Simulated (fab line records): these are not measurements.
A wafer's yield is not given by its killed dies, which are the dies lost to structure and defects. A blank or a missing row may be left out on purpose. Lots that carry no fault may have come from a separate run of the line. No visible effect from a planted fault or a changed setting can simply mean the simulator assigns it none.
fab line records	flow nand-harc
record: lots: 12	wafers: 36	last-day: 24
route steps=1159 shown P_M1@317 P_M2@336 END@1159
lots with no fault: from the same line, run without faults
start-h: hours from the record's opening day to when the first of the lot's shown wafers began	wait-h: hours from the lot's prior step to this one	" identical to the entry in the row above	L1.1+2: several wafers, shown together as one row	- value missing, or start not given	* or withheld: withheld	< > ~ a bound
route shown NAME@n: a module of which the file shows steps, and the number in the route of the first	usual: the fault-free wafers' mean and standard deviation	same: alike in all rows	chamber/n: place in a boat	sites: per-site readings	_std_site: how widely they spread, as a standard deviation	_edge_site: mean of outer sites minus mean of inner sites	radius-mm: for every site, how far away it sits from the centre of the wafer	mask NAME#n: copy n	behind: the most recent tool/chamber to have shaped the wafer	hold: the reason the lot was held/the length of the hold in hours/how it ended	device: names the non-switching transistor (n, p or np)	end of line: tests of these same wafers at the route's end	a step without rows: its recipe alone	killed: dies lost to structure and defects at the first sort, not the wafer's yield	map: a wafer's dies, x killed, . not, _ none there
set.NAME: the setting as run; set.NAME@STEP: as run at that earlier step	model.NAME: the simulator's own value behind a step, which no gauge read
one table for each step of the route and one row for each wafer, over a sample of lots
services: from which hour (start-h, from the record's first day; less than 0 if before it) a tool's chamber was out of use, for how many hours, and why
== steps ==
step: NHARC_P_M1_DEP_33
recipe: target-thk-a: 300	temp-c: 370	target-thk-nm: 30	pressure-torr: 3	flow-sccm: 200	rf-w: 450	material: SiCN
usual: heater-power-w: 601/54
lot.wafer	tool	chamber	start-h	wait-h	heater-power-w
L349.3	pecvd-03	1	132.71	0.1	536
L349.6	"	2	"	"	609
L349.5	"	0	"	"	496
L352.2	pecvd-04	0	143.31	0.1	640
L352.5	"	1	"	"	600
L352.6	"	2	"	"	646
L353.1	pecvd-04	1	154.02	0.1	642
L353.2	"	2	"	"	629
L353.6	"	2	"	"	639
L354.2	pecvd-04	1	161.84	0.1	576
L354.1	"	2	"	"	625
L354.3	"	0	"	"	660
L355.3	pecvd-04	0	162.40	0.1	676
L355.4	"	1	"	"	630
L355.6	"	2	"	"	627
L358.1	pecvd-04	2	180.57	0.1	626
L358.4	"	2	"	"	613
L358.5	"	0	"	"	638
L357.2	pecvd-04	1	191.57	0.1	658
L357.4	"	2	"	"	666
L357.5	"	0	"	"	677
L363.1	pecvd-04	1	225.32	0.1	530
L363.3	"	0	"	"	601
L363.6	"	2	"	"	606
L365.2	pecvd-04	1	225.77	0.1	626
L365.4	"	1	"	"	625
L365.6	"	2	"	"	574
L364.2	pecvd-03	1	226.07	0.1	512
L364.5	"	1	"	"	517
L364.4	"	0	"	"	572
L366.2	pecvd-02	2	233.82	0.1	612
L366.3	"	0	"	"	583
L366.6	"	0	"	"	597
L369.2	pecvd-04	2	245.96	0.1	623
L369.6	"	0	"	"	647
L369.4	"	2	"	"	624
step: NHARC_P_M2_ETCH_28
recipe: target-depth-a: 300	over-etch-frac: 0.3	time-s: 72.99	ion-energy-ev: 150	cf4-flow-sccm: 50	n2-flow-sccm: 100	ar-flow-sccm: 150	rf-w: 300	bias-w: 100	chemistry: CF4/N2
usual: drypump-motor-current-A: 5.6/0.47	oes-product-au: 0.999/0.0085	rf-vpp-V: 314.5/1.9	showerhead-plenum-p-Torr: 2.65/0.1	throttle-valve-pct: 19.795/0.0086
same: over-etch-frac: 0.3
lot.wafer	tool	chamber	start-h	wait-h	drypump-motor-current-A	oes-product-au	rf-hours-counter-h	rf-vpp-V	showerhead-plenum-p-Torr	throttle-valve-pct
L349.3	rie-diel-03	3	-	-	6.3	0.998	17	316.4	2.73	19.784
L349.6	"	1	"	"	5.6	0.995	-	317.3	2.81	19.785
L349.5	"	2	"	"	5.4	0.994	-	315.2	2.73	19.786
L352.2	rie-diel-06	2	-	-	6.3	1.016	2	314.1	2.61	19.800
L352.6	"	1	"	"	5.8	1.008	-	311.2	2.49	19.801
L352.5	"	2	"	"	6.3	1.016	-	313.3	2.61	19.785
L353.1	rie-diel-03	2	-	-	5.4	0.981	20	317.1	2.73	19.801
L353.2	"	0	"	"	5.4	0.994	19	312.9	2.49	19.794
L353.6	"	2	"	"	5.4	0.987	-	316.3	2.73	19.802
L354.2	rie-diel-03	0	-	-	5.4	0.994	21	311.7	2.49	19.803
L354.1	"	1	"	"	5.6	0.987	21	316.8	2.80	19.810
L354.3	"	2	"	"	5.4	0.988	22	316.3	2.73	19.797
L355.3	rie-diel-03	1	-	-	5.5	0.995	21	315.9	2.81	19.798
L355.6	"	0	"	"	5.4	1.000	-	311.0	2.49	19.800
L355.4	"	1	"	"	5.5	0.996	-	315.6	2.81	19.800
L358.1	rie-diel-06	0	-	-	4.8	1.002	4	314.8	2.64	19.786
L358.4	"	1	"	"	5.8	1.002	4	313.2	2.49	19.790
L358.5	"	2	"	"	6.3	1.001	-	315.4	2.61	19.788
L357.2	rie-diel-06	0	-	-	4.8	0.998	4	312.8	2.64	19.801
L357.5	"	3	"	"	5.4	0.999	-	314.3	2.67	19.816
L357.4	"	0	"	"	4.9	0.991	-	314.3	2.64	19.823
L363.1	rie-diel-06	2	-	-	6.4	1.007	5	313.6	2.61	19.786
L363.3	"	0	"	"	4.8	1.015	5	314.2	2.64	19.803
L363.6	"	2	"	"	6.3	1.007	-	314.3	2.61	19.797
L365.2	rie-diel-06	3	-	-	5.4	0.998	5	314.3	2.67	19.794
L365.4	"	0	"	"	4.8	0.993	5	314.4	2.64	19.808
L365.6	"	2	"	"	6.3	0.994	-	315.4	2.61	19.789
L364.2	rie-diel-06	0	-	-	4.8	1.005	5	314.3	2.64	19.803
L364.4	"	3	"	"	5.3	1.000	5	313.6	2.67	19.794
L364.5	"	0	"	"	4.8	0.999	-	314.9	2.64	19.791
L366.3	rie-diel-06	3	-	-	5.3	1.011	6	314.8	2.67	19.801
L366.2	"	1	"	"	5.8	1.009	6	311.5	2.49	19.796
L366.6	"	2	"	"	6.4	1.002	-	313.6	2.61	19.798
L369.4	rie-diel-03	2	-	-	5.4	0.994	3	315.6	2.72	19.806
L369.2	"	0	"	"	5.4	0.995	4	311.6	2.49	19.794
L369.6	"	2	"	"	5.4	0.985	-	316.0	2.72	19.790
step: NHARC_P_M2_PVD_21
recipe: target-thk-a: 300	chamber-pressure-pa: 5	power-w: 5000	substrate-temp-c: 30	time-s: 20.49	material: Cu
usual: throttle-valve-pct: 29.7/0.88
lot.wafer	tool	chamber	start-h	wait-h	throttle-valve-pct
L349.3	pvd-sputter-03	-	-	-	29.1
L349.5	"	-	"	"	29.3
L349.6	"	-	"	"	31.1
L352.2	pvd-sputter-03	-	-	-	29.1
L352.5	"	-	"	"	29.7
L352.6	"	-	"	"	29.3
L353.2	pvd-sputter-03	-	-	-	29.4
L353.1	"	-	"	"	29.8
L353.6	"	-	"	"	29.3
L354.1	pvd-sputter-03	-	-	-	31.2
L354.3	"	-	"	"	28.2
L354.2	"	-	"	"	29.7
L355.4	pvd-sputter-03	-	-	-	29.6
L355.3	"	-	"	"	28.0
L355.6	"	-	"	"	31.3
L358.1	pvd-sputter-01	-	-	-	30.2
L358.4	"	-	"	"	29.4
L358.5	"	-	"	"	30.3
L357.2	pvd-sputter-02	-	-	-	29.7
L357.4	"	-	"	"	29.6
L357.5	"	-	"	"	28.2
L363.3	pvd-sputter-02	-	-	-	29.4
L363.1	"	-	"	"	30.0
L363.6	"	-	"	"	30.6
L365.4	pvd-sputter-01	-	-	-	29.3
L365.2	"	-	"	"	30.0
L365.6	"	-	"	"	29.6
L364.2	pvd-sputter-01	-	-	-	29.1
L364.4	"	-	"	"	30.3
L364.5	"	-	"	"	29.1
L366.2	pvd-sputter-03	-	-	-	29.4
L366.3	"	-	"	"	31.5
L366.6	"	-	"	"	31.2
L369.2	pvd-sputter-01	-	-	-	30.3
L369.4	"	-	"	"	30.3
L369.6	"	-	"	"	29.2
step: NHARC_P_M2_ECD_22
recipe: target-thk-a: 4000	bath-temp-c: 25	material: Cu
lot.wafer	tool	chamber	start-h	wait-h
L349.3+6+5	ecd-cu-01	0,1,0	135.68	-
L352.2+6+5	ecd-cu-02	1,0,1	146.37	-
L353.2+1+6	ecd-cu-02	0,1,0	156.94	-
L354.1+2+3	ecd-cu-01	1,0,1	164.76	-
L355.4+3+6	ecd-cu-02	0,1,0	165.37	-
L358.1+4+5	ecd-cu-01	1,0,1	183.60	-
L357.2+4+5	ecd-cu-01	1,0,1	194.45	-
L363.1+3+6	ecd-cu-02	1,0,1	228.18	-
L365.2+4+6	ecd-cu-01	1	228.79	-
L364.2+4+5	ecd-cu-01	1,0,1	229.24	-
L366.2+3+6	ecd-cu-01	0,1,0	236.83	-
L369.2+4+6	ecd-cu-02	0,1,1	248.85	-
step: NHARC_P_M2_CMP_23
recipe: t-overpolish-s: 20	target-thk-nm: 144.3
usual: motor-current-A: 12.5/1.3	retaining-ring-pressure-frac: 1.000/0.0052	time-to-endpoint-s: 28.5/1.6
lot.wafer	tool	chamber	start-h	wait-h	motor-current-A	retaining-ring-pressure-frac	time-to-endpoint-s
L349.3	cmp-01	3	136.26	-	11.3	1.008	28.4
L349.5	"	3	"	"	11.2	0.996	27.1
L349.6	"	0	"	"	9.8	0.998	27.4
L352.2	cmp-03	3	147.06	-	14.6	0.997	26.4
L352.5	"	2	"	"	12.1	0.997	28.7
L352.6	"	3	"	"	14.2	0.998	27.6
L353.1	cmp-01	1	157.69	-	13.4	0.994	28.6
L353.2	"	2	"	"	11.5	1.006	28.8
L353.6	"	2	"	"	11.0	1.007	27.2
L354.2	cmp-03	0	165.50	-	11.8	0.984	30.3
L354.1	"	2	"	"	11.5	0.995	28.3
L354.3	"	3	"	"	14.7	0.999	27.2
L355.3	cmp-01	1	166.02	-	13.5	1.004	29.4
L355.4	"	3	"	"	11.4	1.001	29.0
L355.6	"	1	"	"	13.4	0.998	28.0
L358.1	cmp-03	1	184.48	-	13.0	1.008	26.9
L358.4	"	3	"	"	14.7	1.011	31.4
L358.5	"	0	"	"	12.6	0.995	33.2
L357.4	cmp-03	3	195.13	-	14.2	1.003	27.5
L357.2	"	1	"	"	12.1	0.990	28.8
L357.5	"	3	"	"	14.5	0.999	27.6
L363.1	cmp-02	2	228.93	-	13.0	1.004	29.8
L363.3	"	0	"	"	13.3	1.007	31.0
L363.6	"	2	"	"	13.1	1.007	25.9
L365.2	cmp-02	0	229.47	-	13.7	1.006	12.0
L365.4	"	1	"	"	15.4	1.002	28.5
L365.6	"	1	"	"	13.9	1.002	29.0
L364.4	cmp-02	3	229.94	-	11.7	0.996	31.9
L364.2	"	2	"	"	13.1	0.996	13.5
L364.5	"	3	"	"	11.8	0.996	15.1
L366.2	cmp-01	0	237.56	-	10.3	1.001	10.7
L366.3	"	1	"	"	13.9	0.999	28.1
L366.6	"	0	"	"	9.8	0.998	30.0
L369.4	cmp-02	3	249.56	-	11.5	1.004	30.6
L369.2	"	0	"	"	12.5	0.997	27.9
L369.6	"	3	"	"	11.9	1.004	30.5
step: NHARC_END_SORT_01
recipe: temp-c: 25
usual: defect-limited-yield: 95.7/1.5	killed-at-array: 25/9.8	killed-at-other: 0.8/1.1	killed-at-periphery: 3.3/2.1	killed-dies: 29/10	killed-open: 3.3/1.8	killed-short: 1.9/1.4	sort_bin_2_pct: 1.3/0.6	sort_bin_3_pct: 0.25/0.23	sort_bin_4_pct: 2.8/0.97	sort-n-pass: 648/10	sort-rim-yield-pct: 95/3.2	sort-yield-pct: 95.7/1.5
same: gross-dies: 677	sort_bin_5_pct[%]: 0	sort_bin_6_pct[%]: 0	sort_bin_7_pct[%]: 0	sort_bin_8_pct[%]: 0	sort-rim-n-gross: 106.00
lot.wafer	tool	chamber	start-h	wait-h	defect-limited-yield[%]	killed-at-array	killed-at-other	killed-at-periphery	killed-dies	killed-open	killed-short	sort_bin_2_pct[%]	sort_bin_3_pct[%]	sort_bin_4_pct[%]	sort-n-pass	sort-rim-yield-pct[%]	sort-yield-pct[%]
L358.1	prober-02	0	502.06	2.5	96.5	22	0	2	24	5	5	1.2	0.15	2.2	653	93	96.5
L358.4	prober-02	0	504.45	3.4	97.2	17	1	1	19	3	2	0.9	0	1.9	658	94	97.2
L358.5	prober-02	0	505.25	3.7	96.8	19	1	2	22	3	3	0.9	0.44	1.9	655	94	96.8
killed by level:class
L358.1 A_CHANNEL_HOLE_D1:chamber-film-flake=5 A_WL_FILL:geometric-particle:short=4 A_SGD_CUT:geometric-particle:open=2 P_CONTACT:chamber-film-flake=2 A_STAIRCASE:chamber-film-flake=2 A_SGD_CUT:chamber-film-flake=2 A_CONTACT:chamber-film-flake=2 A_ONON_D1:geometric-particle:open=1
L358.4 A_CHANNEL_HOLE_D1:chamber-film-flake=3 A_SGD_CUT:chamber-film-flake=3 A_CONTACT:chamber-film-flake=3 A_STAIRCASE:chamber-film-flake=2 A_CHANNEL_FILL_D1:geometric-particle:open=1 A_WL_FILL:geometric-particle:short=1 A_CONTACT:geometric-particle:open=1 A_M0:geometric-particle:open=1
L358.5 A_CHANNEL_HOLE_D1:chamber-film-flake=9 A_SGD_CUT:chamber-film-flake=3 A_CHANNEL_FILL_D1:geometric-particle:short=2 P_M0:geometric-particle:open=1 A_WL_FILL:geometric-particle:open=1 A_CONTACT:geometric-particle:open=1 A_M0:geometric-particle:short=1 P_GATE:chamber-film-flake=1
== services ==
tool	chamber	start-h	hours	kind
pecvd-03	-	111.00	13.0	pm
rie-diel-06	2	112.25	7.4	repair
rie-diel-06	2	137.44	7.2	repair
cmp-02	-	146.17	4.0	pm
pvd-sputter-03	-	149.10	1.8	repair
cmp-03	-	156.00	4.0	pm
pvd-sputter-03	-	157.13	3.6	repair
pvd-sputter-01	-	161.99	10.0	pm
cmp-02	-	164.86	2.7	repair
rie-diel-03	-	166.74	1.7	repair
cmp-01	-	179.50	4.0	pm
ecd-cu-02	-	180.00	8.0	pm
cmp-03	-	185.05	2.0	repair
rie-diel-06	1	190.10	4.3	repair
pecvd-04	-	195.95	13.0	pm
pvd-sputter-02	-	214.06	10.0	pm
cmp-01	-	214.97	20.2	repair
rie-diel-03	-	215.33	9.0	pm
pvd-sputter-03	-	221.23	11.6	repair
cmp-03	-	224.12	11.0	repair
pecvd-04	2	229.12	7.9	repair
cmp-02	-	237.00	2.1	repair
rie-diel-06	-	241.20	9.0	pm
cmp-02	-	244.17	4.0	pm
== key ==
first-sign: step: NHARC_P_M2_CMP_23	reading: time-to-endpoint-s	direction: down	sigmas: 9.8	usual: *	struck: *
effect none on later readings
met-at NHARC_P_M2_ECD_22
struck-lots L364,L365,L366
struck-wafers L364.2,L364.5,L365.2,L366.2
not-acting-at NHARC_P_M1_DEP_33,NHARC_P_M2_ETCH_28,NHARC_P_M2_PVD_21
fault: kind: process-parameter-drift	tool: ecd-cu-01	chamber: -	onset-h: 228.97	steps: NHARC_P_M2_ECD_22	channel: target-thk-a	offset: *	shape: step	end-h: 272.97	scope: struck-wafers-only	acts-in: *	stated: *
